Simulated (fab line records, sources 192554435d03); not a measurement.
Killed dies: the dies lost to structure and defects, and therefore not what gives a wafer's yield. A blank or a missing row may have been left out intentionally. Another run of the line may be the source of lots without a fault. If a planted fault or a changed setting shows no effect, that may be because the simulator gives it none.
Comparing a struck lot with a sound one | flow n5Finfet | 37 out of 1938 route steps
Sound: these wafers, L126.1, L126.3, L126.5. Wafers L133.1, L133.4, L133.6 were the ones struck. Last of all comes the cause.
Per side, at each step with rows, come the tool, then ch with its chambers, and then its first start. Under that, the readings that differ: sound wafers | struck wafers | difference of the means | sigmas: that difference in standard deviations of wafers without a fault.
alike: readings with means less than 2 such deviations apart, plus words and numbers identical on both sides. not compared: withheld readings, readings lacking a value on some wafer, bounds such as >300 that could conceal the same value, and numbers that have no deviation in the record and whose values overlap.
A row with sigmas, a row that says differs or no value, or rows on one side alone: a step with any of these is where the two part. Numbers that don't overlap but have no deviation are shown without sigmas and don't part them. A reading that every wafer of one side lacks parts them only if that side has two wafers or more.

first, 9 steps without rows for these wafers: N5_BEOL_M9_DESCUM_33 (chemistry O2, time 7 s); N5_BEOL_M9_ETCH_76 (etches underlayer in N2/H2, target depth 6.5 nm, time 5.2 s); N5_BEOL_M9_ETCH_65 (etches SiARC in CF4, target depth 15.6 nm, time 26 s); N5_BEOL_M9_ETCH_66 (etches SOC in N2/H2, target depth 80 nm, overetch 16 nm, time 120 s); N5_BEOL_M9_STRIP_69 (strips in N2/H2); N5_BEOL_M9_STRIP_77 (strips in N2/H2); N5_BEOL_M9_VIA_ETCH_34 (etches SiCOH lowk in C4F6/O2, target depth 182.4 nm, time 68.4 s); N5_BEOL_M9_STRIP_73 (strips in C4F6/O2); N5_BEOL_M9_STRIP_36 (strips in N2/H2).
N5_BEOL_M9_TRENCH_ETCH_37: etches SiCOH lowk in C4F6/O2, target depth 151.43 nm, time 49 s.
  sound on rieDiel-06 ch 0,1,2, day 11 03:25; struck on rieDiel-06 ch 0,2, day 13 03:53
reading                                   | sound          | struck            | difference | sigmas
runLengthS (s)                            | 72.7 72.4 72.9 | 60.8 61.3 61.2    | -11.6      | -20
timeS (s)                                 | 49 49 49       | 34.3 34.3 34.3    | -14.7      | 
model.etch.depthNm (nm)                   | 149.2 152 154  | 104.2 105.9 103.4 | -47.2      | 
model.BEOL_M9.featureDepthNm (nm)         | 149.2 152 154  | 104.2 106 103.4   | -47.2      | 
model.TiN_of_BEOL_M9_HM_DEP_02.thkNm (nm) | 15.8 15.8 15.6 | 17.2 16.8 17      | +1.3       | 
  alike: O2_flow_sccm, drypumpMotorCurrentA, mfcArSccm, oesProductAu, rfVppV, showerheadPlenumPTorr, throttleValvePct
  not compared: rfHoursCounterH
then, 2 steps without rows for these wafers: N5_BEOL_M9_ETCH_41 (etches SiCN in CH3F/O2, target depth 36.6 nm, time 70.1 s); N5_BEOL_M9_STRIP_80 (strips in N2/H2, time 10 s).
N5_BEOL_M9_OCD_MEAS_38:
  struck on ocd-02, day 13 04:04; sound on ocd-02, day 11 03:35
reading            | sound             | struck            | difference | sigmas
trenchDepthNm (nm) | 148.9 151.6 154.0 | 104.4 106.5 103.2 | -46.8      | -16
then, 13 steps without rows for these wafers: N5_BEOL_M9_HM_STRIP_39 (strips TiN in peroxide tin strip, target depth 25 nm, time 158 s); N5_BEOL_M9_SRD_40 (time 30 s); N5_BEOL_M9_PRECLEAN_42 (cleans in residue remover, time 60 s); N5_BEOL_M9_SRD_43 (time 30 s); N5_BEOL_M9_CURE_72 (cures SiCOH lowk, time 120 s); N5_BEOL_M9_DEGAS_44 (time 60 s); N5_BEOL_M9_PRE_CLEAN_45 (time 30 s); N5_BEOL_M9_ALD_74 (deposits TaN, target thk 2 nm, pulse time 2 s, purge time 3 s); N5_BEOL_M9_SURFACE_TREAT_79; N5_BEOL_M9_CVD_78 (deposits Co from CCTBA/H2, target thk 2 nm, time 138.9 s); N5_BEOL_M9_SPUTTER_48 (material Cu, target thk 12 nm, time 2 s); N5_BEOL_M9_ECD_50 (material Cu, target thk 318 nm); N5_BEOL_M9_ANNEAL_51 (time 90 s).
N5_BEOL_M9_CMP_52: polishes, stops on SiCOH lowk, t overpolish 7 s, target thk 140 nm.
  sound on cmp-03 ch 0,1,3, day 11 05:19; struck on cmp-02 ch 0,2,3, day 13 07:05
reading                               | sound           | struck       | difference | sigmas
model.Cu_of_BEOL_M9_ECD_50.thkNm (nm) | 138.8 141 144.6 | 94 96.8 91.8 | -47        | 
  alike: clearingPlatenRpm, headPressurePsi, motorCurrentA
  not compared: padLifeWafers
N5_BEOL_M9_THK_MEAS_53: measures by xrf.
  struck on filmMetro-02, day 13 07:21; sound on filmMetro-02, day 11 05:36
reading     | sound       | struck   | difference | sigmas
M9_THK (nm) | 136 139 142 | 92 94 89 | -47        | -15
then, 2 steps without rows for these wafers: N5_BEOL_M9_PRE_CLEAN_55 (time 15 s); N5_BEOL_M9_DEP_56 (deposits SiCN from 3MS/NH3, target thk 15 nm, time 26.5 s).
N5_BEOL_M9_RS_MEAS_57: the measuring method here is four-point-probe.
  struck on filmMetro-02, day 13 07:29; sound on filmMetro-01, day 11 05:44
reading        | sound             | struck            | difference | sigmas
M9_RS (ohm/sq) | 0.152 0.150 0.145 | 0.237 0.229 0.243 | +0.087     | +24
then, 5 steps without rows for these wafers: N5_BEOL_M10_ILD_DEP_00 (deposits SiCOH lowk from DEMS/porogen, target thk 308.51 nm, time 58 s); N5_BEOL_M10_CURE_71 (cures SiCOH lowk, time 240 s); N5_BEOL_M10_PECVD_70 (deposits SiO2 from TEOS/O2, target thk 20 nm, time 22.7 s); N5_BEOL_M10_HM_DEP_02 (deposits TiN, target thk 20 nm); N5_BEOL_M10_COAT_59 (time 60 s, resist thk 100 nm).
N5_BEOL_M15_RC_MEAS_101:
  sound on prober-02 ch 0, day 13 04:28; struck on prober-01 ch 0, day 14 21:43
reading                   | sound                   | struck                  | difference | sigmas
COMB_M14 (S/m)            | 4.6e-12 5.4e-12 4.6e-12 | 2.5e-12 3.3e-12 3.1e-12 | -1.9e-12   | -2
SERP_M9 (ohm/um)          | 3.14 3.05 2.93          | 4.75 4.56 4.92          | +1.70      | +20
SERP_M9_max_site (ohm/um) | 3.18 3.11 3.00          | 4.85 4.64 5.07          | +1.76      | +16
  alike: COMB_M10, COMB_M11, COMB_M12, COMB_M13, COMB_M15, COMB_M5, COMB_M6, COMB_M7, COMB_M7_max_site, COMB_M8, SERP_M10, SERP_M11, SERP_M12, SERP_M13, SERP_M13_max_site, SERP_M14, SERP_M5, SERP_M6, SERP_M7, SERP_M8

WHERE THEY PART
At N5_BEOL_M9_TRENCH_ETCH_37 first; at N5_BEOL_M15_RC_MEAS_101 last (within this record only).

WHY: what had been put in by the simulator
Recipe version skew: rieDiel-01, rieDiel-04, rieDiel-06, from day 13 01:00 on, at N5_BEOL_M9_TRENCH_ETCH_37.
